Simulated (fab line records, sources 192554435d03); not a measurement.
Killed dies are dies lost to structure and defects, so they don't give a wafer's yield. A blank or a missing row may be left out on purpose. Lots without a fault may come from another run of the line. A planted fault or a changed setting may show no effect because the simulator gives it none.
Which tool did it? | flow n5_finfet | 10 lots, 29 wafers sampled, at 6 steps of a route of 1938

WHAT THE GAUGES READ, wafer by wafer
N5_BEOL_M4_RC_MEAS_101. Usual: DIBL_N 36.5 mV/V, standard deviation 1.4; DIBL_P 36.6 mV/V, standard deviation 1.6; IOFF_N 0.160 nA/um, standard deviation 0.024; IOFF_P 0.217 nA/um, standard deviation 0.029; ION_N 674 uA/um, standard deviation 8.7; ION_P 464 uA/um, standard deviation 6.5; SS_N 71.6 mV/dec, standard deviation 0.47; SS_P 73.4 mV/dec, standard deviation 0.57; VT_N 250.0 mV, standard deviation 2.5; VT_P -250 mV, standard deviation 3.1.
lot  | measured     | on        | DIBL_N (mV/V)  | DIBL_P (mV/V)  | IOFF_N (nA/um)    | IOFF_P (nA/um)    | ION_N (uA/um) | ION_P (uA/um) | SS_N (mV/dec)  | SS_P (mV/dec)  | VT_N (mV)         | VT_P (mV)      | flag
L615 | day 7 23:13  | prober-02 | 38.0 39.3 36.9 | 37.7 38.8 36.6 | 0.172 0.190 0.149 | 0.236 0.250 0.218 | 676 676 673   | 466 466 468   | 71.7 72.2 71.5 | 72.8 73.7 73.6 | 250.4 247.5 252.5 | -248 -247 -250 |
L617 | day 8 17:36  | prober-01 | 36.9 34.8 37.4 | 37.8 34.3 37.7 | 0.177 0.138 0.188 | 0.222 0.175 0.220 | 669 678 690   | 460 463 466   | 71.7 70.9 71.8 | 73.2 73.1 74.0 | 248.6 253.1 247.8 | -249 -252 -250 |
L620 | day 9 18:49  | prober-02 | 38.8 35.9 37.8 | 39.8 36.3 38.6 | 0.211 0.160 0.187 | 0.253 0.196 0.226 | 694 677 679   | 465 457 460   | 72.7 71.2 70.8 | 74.1 73.5 74.0 | 248.9 250.0 249.7 | -249 -253 -253 |
L621 | day 9 20:58  | prober-01 | 36.2 35.4 36.4 | 36.6 34.5 37.0 | 0.161 0.140 0.168 | 0.244 0.202 0.238 | 670 670 679   | 472 462 470   | 71.7 71.5 71.6 | 74.0 72.5 73.5 | 248.0 250.6 248.6 | -245 -246 -246 |
L626 | day 11 02:36 | prober-02 | 40.3 38.9      | 40.9 39.0      | 0.209 0.170       | 0.247 0.197       | 668 674       | 456 455       | 72.9 72.2      | 75.4 74.6      | 247.4 250.9       | -249 -254      |
L627 | day 11 04:09 | prober-01 | 35.7 37.9 36.0 | 35.4 37.3 35.4 | 0.134 0.174 0.140 | 0.212 0.239 0.210 | 666 681 675   | 469 465 468   | 70.7 72.1 71.0 | 72.5 73.1 72.9 | 251.2 249.5 249.9 | -249 -246 -249 |
L633 | day 12 14:25 | prober-01 | 36.7 36.8 35.0 | 38.8 39.0 36.9 | 0.167 0.173 0.146 | 0.226 0.231 0.194 | 666 669 672   | 463 459 460   | 72.0 71.6 71.7 | 74.2 73.8 73.3 | 249.4 250.7 250.6 | -253 -250 -252 |
L635 | day 13 06:30 | prober-01 | 36.0 35.5 34.7 | 36.0 34.9 33.0 | 0.152 0.131 0.125 | 0.212 0.190 0.175 | 674 667 667   | 466 456 465   | 71.5 71.3 71.0 | 72.5 72.5 72.0 | 253.1 253.4 252.4 | -250 -251 -250 |
L637 | day 13 13:08 | prober-01 | 35.8 34.8 37.9 | 38.6 37.1 40.1 | 0.164 0.143 0.199 | 0.217 0.193 0.236 | 677 677 686   | 454 461 458   | 71.6 70.9 73.0 | 73.5 73.4 74.4 | 248.1 252.1 248.2 | -249 -250 -249 |
L638 | day 13 16:08 | prober-02 | 37.0 36.4 36.7 | 36.3 36.3 36.4 | 0.169 0.166 0.173 | 0.218 0.213 0.222 | 677 682 680   | 459 464 464   | 72.2 71.4 72.0 | 72.9 74.0 73.8 | 249.2 247.6 247.2 | -251 -252 -249 |

N5_BEOL_M11_RS_MEAS_57: measures by four-point-probe. Usual: M11_RS 0.151 ohm/sq, standard deviation 0.0031.
lot  | measured     | on            | M11_RS (ohm/sq)   | flag
L615 | day 10 15:45 | film_metro-02 | 0.146 0.150 0.153 |
L617 | day 11 07:10 | film_metro-01 | 0.148 0.146 0.147 |
L620 | day 12 04:59 | film_metro-01 | 0.155 0.150 0.156 |
L621 | day 12 11:52 | film_metro-02 | 0.150 0.146 0.146 |
L626 | day 13 17:06 | film_metro-01 | 0.150 0.151       |
L627 | day 13 14:37 | film_metro-01 | 0.152 0.149 0.147 |
L633 | day 14 22:57 | film_metro-02 | 0.152 0.150 0.146 |
L635 | day 15 17:45 | film_metro-02 | 0.151 0.152 0.147 |
L637 | day 16 05:15 | film_metro-01 | 0.146 0.151 0.152 |
L638 | day 16 09:22 | film_metro-01 | 0.153 0.154 0.147 |

N5_BEOL_M12_CD_MEAS_28: target cd 160.2 nm. Usual: cd_nm 160.3 nm, standard deviation 1.1.
lot  | measured     | on        | cd_nm (nm)        | flag
L615 | day 10 17:10 | cd_sem-01 | 159.6 159.6 159.6 |
L617 | day 11 08:43 | cd_sem-03 | 162.0 162.0 161.9 |
L620 | day 12 06:31 | cd_sem-02 | 160.4 160.0 160.8 |
L621 | day 12 13:27 | cd_sem-03 | 160.4 160.1 160.2 |
L626 | day 13 18:38 | cd_sem-02 | 162.2 196.1       | OFF
L627 | day 13 16:16 | cd_sem-01 | 160.8 195.2 160.1 | OFF
L633 | day 15 00:25 | cd_sem-01 | 159.1 159.1 159.4 |
L635 | day 15 19:24 | cd_sem-03 | 160.0 160.5 159.4 |
L637 | day 16 06:55 | cd_sem-01 | 161.4 161.3 160.2 |
L638 | day 16 10:53 | cd_sem-03 | 160.6 159.3 160.0 |

WHICH TOOL RAN EACH LOT (tool, then ch and the chambers of the sampled wafers, then the start)
lot  | N5_BEOL_M11_CURE_72           | N5_BEOL_M12_STRIP_64                 | N5_BEOL_M12_EXPOSE_25
L615 | uv_cure-01 ch 1, day 10 13:11 | plasma_asher-02 ch 0,1, day 10 16:41 | krf_scanner-01 ch 0, day 10 17:00
L617 | uv_cure-02 ch 1, day 11 05:03 | plasma_asher-02 ch 0,1, day 11 08:15 | krf_scanner-01 ch 0, day 11 08:33
L620 | uv_cure-03 ch 2, day 12 02:20 | plasma_asher-02 ch 1, day 12 05:55   | krf_scanner-02 ch 0, day 12 06:20
L621 | uv_cure-02 ch 2, day 12 09:22 | plasma_asher-01 ch 0,1, day 12 12:51 | krf_scanner-02 ch 0, day 12 13:17
L626 | uv_cure-03 ch 1, day 13 14:17 | plasma_asher-01 ch 0,1, day 13 18:12 | krf_scanner-02 ch 0, day 13 18:29
L627 | uv_cure-02 ch 0, day 13 12:39 | plasma_asher-01 ch 0,1, day 13 15:34 | krf_scanner-02 ch 0, day 13 16:07
L633 | uv_cure-03 ch 1, day 14 20:44 | plasma_asher-01 ch 0,1, day 14 23:57 | krf_scanner-01 ch 0, day 15 00:15
L635 | uv_cure-03 ch 2, day 15 15:44 | plasma_asher-02 ch 0,1, day 15 18:48 | krf_scanner-01 ch 0, day 15 19:14
L637 | uv_cure-01 ch 1, day 16 01:58 | plasma_asher-02 ch 0,1, day 16 06:19 | krf_scanner-02 ch 0, day 16 06:44
L638 | uv_cure-02 ch 2, day 16 03:41 | plasma_asher-02 ch 0,1, day 16 10:25 | krf_scanner-02 ch 0, day 16 10:43
- N5_BEOL_M11_CURE_72: cures SiCOH lowk, time 120 s.
- N5_BEOL_M12_STRIP_64: strips in N2/H2.
- N5_BEOL_M12_EXPOSE_25: exposes mask M12.

WHAT THE TOOLS THEMSELVES READ (means of the sampled wafers that have a number; where no wafer has one, the mark that the record gives instead)
N5_BEOL_M11_CURE_72. Usual: lamp_power_pct 52.32 %, standard deviation 0.056; wafer_temp_C_max 371.9, standard deviation 0.58.
lot  | tool       | lamp_power_pct (%) | wafer_temp_C_max | flag
L615 | uv_cure-01 | 52.35              | 371.4            |
L617 | uv_cure-02 | 52.27              | 371.5            |
L620 | uv_cure-03 | 52.33              | 371.8            |
L621 | uv_cure-02 | 52.37              | 371.4            |
L626 | uv_cure-03 | 52.33              | 372.1            |
L627 | uv_cure-02 | 52.24              | 371.5            |
L633 | uv_cure-03 | 52.28              | 372.2            |
L635 | uv_cure-03 | 52.31              | 371.4            |
L637 | uv_cure-01 | 52.31              | 371.6            |
L638 | uv_cure-02 | 52.36              | 371.6            |

N5_BEOL_M12_STRIP_64. Usual: drypump_motor_current_A 5.8 A, standard deviation 0.45; heater_power_w 329 W, standard deviation 30; oes_product_au 0.715 a.u., standard deviation 0.0045; strip_time_to_endpoint_s 31.34 s, standard deviation 0.08.
lot  | tool            | drypump_motor_current_A (A) | heater_power_w (W) | oes_product_au (a.u.) | strip_time_to_endpoint_s (s) | flag
L615 | plasma_asher-02 | 5.5                         | 350                | 0.722                 | 31.25                        |
L617 | plasma_asher-02 | 5.7                         | 341                | 0.712                 | 31.30                        |
L620 | plasma_asher-02 | 5.3                         | 364                | 0.714                 | 31.33                        |
L621 | plasma_asher-01 | 6.3                         | 294                | 0.715                 | 31.35                        |
L626 | plasma_asher-01 | 6.2                         | 304                | 0.717                 | 31.37                        |
L627 | plasma_asher-01 | 6.1                         | 312                | 0.712                 | 31.38                        |
L633 | plasma_asher-01 | 6.1                         | 311                | 0.712                 | 31.25                        |
L635 | plasma_asher-02 | 5.7                         | 339                | 0.716                 | 31.36                        |
L637 | plasma_asher-02 | 5.5                         | 353                | 0.713                 | 31.34                        |
L638 | plasma_asher-02 | 5.5                         | 358                | 0.716                 | 31.48                        |

THE ANSWER, worked out from the rows above alone
Rule: a lot is off if the mean of its wafers that have a number lies more than 3 standard deviations from the usual mean. A lot without any number at a reading at which 4 lots or more have one is off too. The other lots that the step has rows for count as sound. The gauges are gone through in route order, then the tools' own readings, and for those a lot's mean is taken as printed above. The first step at which some lot is off is used, and at that step the reading that is off furthest; a lot without a number counts as furthest.
Off: L626, L627, at N5_BEOL_M12_CD_MEAS_28 (cd_nm).
A tool fits if, at a process step before that reading, it ran every lot that is off, and no sound lot after the first of them. The gauges at N5_BEOL_M12_CD_MEAS_28 are tried like those tools. None of those tried fits.

WHAT THE SIMULATOR HAD PUT IN
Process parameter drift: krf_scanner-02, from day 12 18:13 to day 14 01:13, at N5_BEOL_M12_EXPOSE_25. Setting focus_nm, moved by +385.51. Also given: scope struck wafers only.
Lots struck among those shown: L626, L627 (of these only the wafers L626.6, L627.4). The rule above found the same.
